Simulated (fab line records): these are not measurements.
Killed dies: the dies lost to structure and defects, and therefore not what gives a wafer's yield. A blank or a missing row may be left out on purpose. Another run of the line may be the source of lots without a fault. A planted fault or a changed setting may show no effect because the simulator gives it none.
Matching of chambers :: flow n5Finfet :: 4 sister chambers for N5_MOL_CONTACT_COAG_DESCUM_13 on rieDiel-03
The step chemistry O2, time 7 s. 18 wafers are shown with their chamber, then 9 later ones without.

WAFERS, EACH WITH ITS CHAMBER
wafer: L078.2
chamber: 3
drypumpMotorCurrentA (A): 6.0
showerheadPlenumPTorr (Torr): 1.99
throttleValvePct (%): 20.53

wafer: L078.4
chamber: 0
drypumpMotorCurrentA (A): 6.1
showerheadPlenumPTorr (Torr): 2.10
throttleValvePct (%): 20.60

wafer: L078.6
chamber: 1
drypumpMotorCurrentA (A): 5.4
showerheadPlenumPTorr (Torr): 2.19
throttleValvePct (%): 20.17

wafer: L081.2
chamber: 1
drypumpMotorCurrentA (A): 5.4
showerheadPlenumPTorr (Torr): 2.19
throttleValvePct (%): 20.18

wafer: L081.3
chamber: 0
drypumpMotorCurrentA (A): 6.1
showerheadPlenumPTorr (Torr): 2.10
throttleValvePct (%): 20.62

wafer: L081.5
chamber: 1
drypumpMotorCurrentA (A): 5.4
showerheadPlenumPTorr (Torr): 2.19
throttleValvePct (%): 20.19

wafer: L084.1
chamber: 1
drypumpMotorCurrentA (A): 5.5
showerheadPlenumPTorr (Torr): 2.19
throttleValvePct (%): 20.18

wafer: L084.2
chamber: 3
drypumpMotorCurrentA (A): 6.0
showerheadPlenumPTorr (Torr): 1.99
throttleValvePct (%): 20.57

wafer: L084.3
chamber: 2
drypumpMotorCurrentA (A): 5.9
showerheadPlenumPTorr (Torr): 2.00
throttleValvePct (%): 20.25

wafer: L088.3
chamber: 2
drypumpMotorCurrentA (A): 5.9
showerheadPlenumPTorr (Torr): 1.99
throttleValvePct (%): 20.27

wafer: L088.4
chamber: 0
drypumpMotorCurrentA (A): 6.1
showerheadPlenumPTorr (Torr): 2.10
throttleValvePct (%): 20.65

wafer: L088.5
chamber: 2
drypumpMotorCurrentA (A): 5.9
showerheadPlenumPTorr (Torr): 1.99
throttleValvePct (%): 20.28

wafer: L089.2
chamber: 2
drypumpMotorCurrentA (A): 5.9
showerheadPlenumPTorr (Torr): 1.99
throttleValvePct (%): 20.28

wafer: L089.4
chamber: 1
drypumpMotorCurrentA (A): 5.5
showerheadPlenumPTorr (Torr): 2.19
throttleValvePct (%): 20.22

wafer: L089.5
chamber: 1
drypumpMotorCurrentA (A): 5.5
showerheadPlenumPTorr (Torr): 2.18
throttleValvePct (%): 20.22

wafer: L090.2
chamber: 3
drypumpMotorCurrentA (A): 6.0
showerheadPlenumPTorr (Torr): 1.98
throttleValvePct (%): 20.59

wafer: L090.5
chamber: 1
drypumpMotorCurrentA (A): 5.5
showerheadPlenumPTorr (Torr): 2.18
throttleValvePct (%): 20.20

wafer: L090.6
chamber: 0
drypumpMotorCurrentA (A): 6.1
showerheadPlenumPTorr (Torr): 2.09
throttleValvePct (%): 20.64

SIGNATURES, as means of the wafers listed above
reading: drypumpMotorCurrentA
chamber 0: 6.100
chamber 1: 5.457
chamber 2: 5.900
chamber 3: 6.000
scatter within a chamber: 0.035

reading: showerheadPlenumPTorr
chamber 0: 2.0975
chamber 1: 2.1871
chamber 2: 1.9925
chamber 3: 1.9867
scatter within a chamber: 0.00507

reading: throttleValvePct
chamber 0: 20.6275
chamber 1: 20.1943
chamber 2: 20.2700
chamber 3: 20.5633
scatter within a chamber: 0.0212
Rule: a wafer lies at a distance from a chamber equal to the root of the sum of squares, over the readings, of (its reading less the chamber's mean, divided by the reading's scatter). If the next closest chamber is less than 2 further off than the closest, the wafer can't be placed; otherwise it belongs to the closest. The scatter: the root of (the sum of the squares of (reading less its chamber's mean) over the shown wafers, divided by (wafers less chambers)).

WAFERS MISSING THEIR CHAMBER
wafer: L093.2
drypumpMotorCurrentA (A): 6.1
showerheadPlenumPTorr (Torr): 2.09
throttleValvePct (%): 20.66

wafer: L093.3
drypumpMotorCurrentA (A): 5.5
showerheadPlenumPTorr (Torr): 2.18
throttleValvePct (%): 20.22

wafer: L093.4
drypumpMotorCurrentA (A): 6.0
showerheadPlenumPTorr (Torr): 1.98
throttleValvePct (%): 20.60

wafer: L092.2
drypumpMotorCurrentA (A): 5.4
showerheadPlenumPTorr (Torr): 2.18
throttleValvePct (%): 20.22

wafer: L092.3
drypumpMotorCurrentA (A): 5.9
showerheadPlenumPTorr (Torr): 1.99
throttleValvePct (%): 20.31

wafer: L092.4
drypumpMotorCurrentA (A): 6.0
showerheadPlenumPTorr (Torr): 1.98
throttleValvePct (%): 20.61

wafer: L094.3
drypumpMotorCurrentA (A): 6.0
showerheadPlenumPTorr (Torr): 1.98
throttleValvePct (%): 20.61

wafer: L094.4
drypumpMotorCurrentA (A): 6.1
showerheadPlenumPTorr (Torr): 2.09
throttleValvePct (%): 20.65

wafer: L094.6
drypumpMotorCurrentA (A): 6.1
showerheadPlenumPTorr (Torr): 1.98
throttleValvePct (%): 20.61

EACH ONE'S CHAMBER
wafer: L093.2
from the rows above: 0
in truth: 0

wafer: L093.3
from the rows above: 1
in truth: 1

wafer: L093.4
from the rows above: 3
in truth: 3

wafer: L092.2
from the rows above: 1
in truth: 1

wafer: L092.3
from the rows above: 2
in truth: 2

wafer: L092.4
from the rows above: 3
in truth: 3

wafer: L094.3
from the rows above: 3
in truth: 3

wafer: L094.4
from the rows above: 0
in truth: 0

wafer: L094.6
from the rows above: 3
in truth: 3
Placed correctly: 9 of 9. From these rows, 0 cannot be placed. 0 placed wrongly.
